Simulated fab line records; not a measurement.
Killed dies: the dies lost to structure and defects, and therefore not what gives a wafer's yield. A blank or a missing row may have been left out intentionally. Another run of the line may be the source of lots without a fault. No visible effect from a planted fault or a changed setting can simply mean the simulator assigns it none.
Chamber matching :: flow n5-finfet :: rie-diel-06 running N5_BEOL_M0_SAQP_DESCUM_45: 4 sister chambers
The step chemistry O2, time 7 s. 4 wafers are shown with their chamber, then 7 later ones without.

== WAFERS WITH THEIR CHAMBER ==
wafer: L093.2
chamber: 0
drypump-motor-current-A (A): 6.2

wafer: L093.3
chamber: 2
drypump-motor-current-A (A): 4.7

wafer: L094.3
chamber: 1
drypump-motor-current-A (A): 5.4

wafer: L094.4
chamber: 3
drypump-motor-current-A (A): 4.7

== WAFERS MISSING THEIR CHAMBER ==
wafer: L094.6
drypump-motor-current-A (A): 4.8

wafer: L096.4
drypump-motor-current-A (A): 4.7

wafer: L096.5
drypump-motor-current-A (A): 6.2

wafer: L096.6
drypump-motor-current-A (A): 4.8

wafer: L097.2
drypump-motor-current-A (A): 4.7

wafer: L097.4
drypump-motor-current-A (A): 6.3

wafer: L097.6
drypump-motor-current-A (A): 4.7

== WHICH CHAMBER EACH ONE RAN IN ==
wafer: L094.6
from the rows above: can't be placed: 2 or 3
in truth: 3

wafer: L096.4
from the rows above: can't be placed: 2 or 3
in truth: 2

wafer: L096.5
from the rows above: 0
in truth: 0

wafer: L096.6
from the rows above: can't be placed: 2 or 3
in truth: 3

wafer: L097.2
from the rows above: can't be placed: 2 or 3
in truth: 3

wafer: L097.4
from the rows above: 0
in truth: 0

wafer: L097.6
from the rows above: can't be placed: 2 or 3
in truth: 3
Placed correctly: 2 of 7. These rows do not allow placing 5 (true chamber among the candidates in 5). 0 placed wrongly.
How it was worked out, from the rows above alone: a wafer's distance from a chamber is the root of the sum, over the readings, of the square of ((its reading less the chamber's mean) divided by the reading's scatter). The wafer belongs to the nearest chamber; if the next one is less than 2 further off, it can't be placed. The mean given for a chamber averages the wafers shown for that chamber. The scatter (one wafer shown for each chamber): square how far every hidden wafer sits from the nearest shown wafer, average those squares and take the square root.
